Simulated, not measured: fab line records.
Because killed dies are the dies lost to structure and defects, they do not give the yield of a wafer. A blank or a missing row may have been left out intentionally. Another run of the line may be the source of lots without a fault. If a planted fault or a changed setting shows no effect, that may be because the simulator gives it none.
Lot-split experiment    flow n5_finfet    7 lots, 21 wafers read, on a route of 1938 steps

## THE SPLIT ITSELF
At N5_BEOL_M13_PEB_26 (peb time 90 s), the setting peb_time_s was moved away from the recipe's 90 s on 8 of the 21 wafers read, by -20.8% to +13.7%. All remaining wafers had this setting at the recipe value.

## FROM THE SPLIT TO THE READING: what the file shows between them, 2 steps
- N5_BEOL_M13_DEVELOP_27: develop time 45 s
- N5_BEOL_M13_HARDBAKE_32: time 120 s

## THE READING
Shown in nm: cd_nm at N5_BEOL_M13_CD_MEAS_28, with target cd 209.5 nm. Fault-free wafers of this fab line usually give 209.5 nm, standard deviation 0.7 nm.

wafer   tool, chamber at the split  peb_time_s as run, s  against the recipe  cd_nm, nm  against lot-mates on the recipe
L074.1  litho_track-04, 0           90                    recipe              209.5      -
L074.2  litho_track-04, 0           90                    recipe              210.7      -
L074.6  litho_track-04, 0           99.44                 +10.5%              211.2      +1.1
L076.1  litho_track-04, 0           90                    recipe              210.5      -
L076.3  litho_track-04, 0           102.3                 +13.7%              213.6      +3.1
L076.6  litho_track-04, 0           102.3                 +13.7%              212.2      +1.7
L078.3  litho_track-02, 0           90                    recipe              210.1      -
L078.4  litho_track-02, 0           90                    recipe              209.1      -
L078.6  litho_track-02, 0           90                    recipe              208.8      -
L081.1  litho_track-05, 0           90                    recipe              209.5      -
L081.2  litho_track-05, 0           96.21                 +6.9%               211.8      +2.3
L081.6  litho_track-05, 0           96.21                 +6.9%               211.9      +2.4
L080.1  litho_track-04, 0           71.29                 -20.8%              203.6      -5.8
L080.3  litho_track-04, 0           90                    recipe              210.1      -
L080.5  litho_track-04, 0           90                    recipe              208.7      -
L088.2  litho_track-04, 0           90                    recipe              209.0      -
L088.3  litho_track-04, 0           76.35                 -15.2%              204.2      -5.0
L088.5  litho_track-04, 0           90                    recipe              209.3      -
L097.2  litho_track-04, 0           90                    recipe              209.6      -
L097.3  litho_track-04, 0           81.23                 -9.7%               206.8      -2.9
L097.5  litho_track-04, 0           90                    recipe              209.9      -

THE FIT
A straight line over all 21 wafers: cd_nm changes by +0.279 nm for each +1% of peb_time_s; r = +0.96; the points scatter about the line by 0.7 nm.
The same after taking each lot's own level away (the mean of its wafers on the recipe; 21 wafers): +0.251 nm for each +1%; r = +0.95; scatter 0.72 nm.
Per that fit: largest peb_time_s move, reading shift of 5.2 nm.
Across the lots, their own levels run from 209.15 to 210.50 nm, a range of 1.9 times the standard deviation given above.
So the slope is not independent of the lot-to-lot level: the two fits are not the same.
Check: with one of the wafers moved furthest among these (-20.8%) left out of the fit, the line predicts -5.21 nm for it against its lot-mates. Against them it came out at -5.8 nm.

## THE WHOLE CHAIN: every reading that the file lists as answering this split, in the file's order
step                    what it does                                            reading                                                          change (the file's fit)                r (the file's)
N5_BEOL_M13_CD_MEAS_28  target cd 209.5 nm                                      cd_nm                                                            +0.258 nm for each +1% of the setting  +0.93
N5_BEOL_M13_DESCUM_33   chemistry O2, time 7.9 s                                BEOL_M13.cd_nm (the simulator's own value, which no gauge read)  +0.256 nm for each +1% of the setting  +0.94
N5_BEOL_M13_ETCH_67     etches SiARC in CF4, target depth 143 nm, time 238.3 s  BEOL_M13.cd_nm (the simulator's own value, which no gauge read)  +0.271 nm for each +1% of the setting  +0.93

## FILE'S OWN FIT
cd_nm changes by +0.258 nm for each +1% of peb_time_s, r = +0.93.
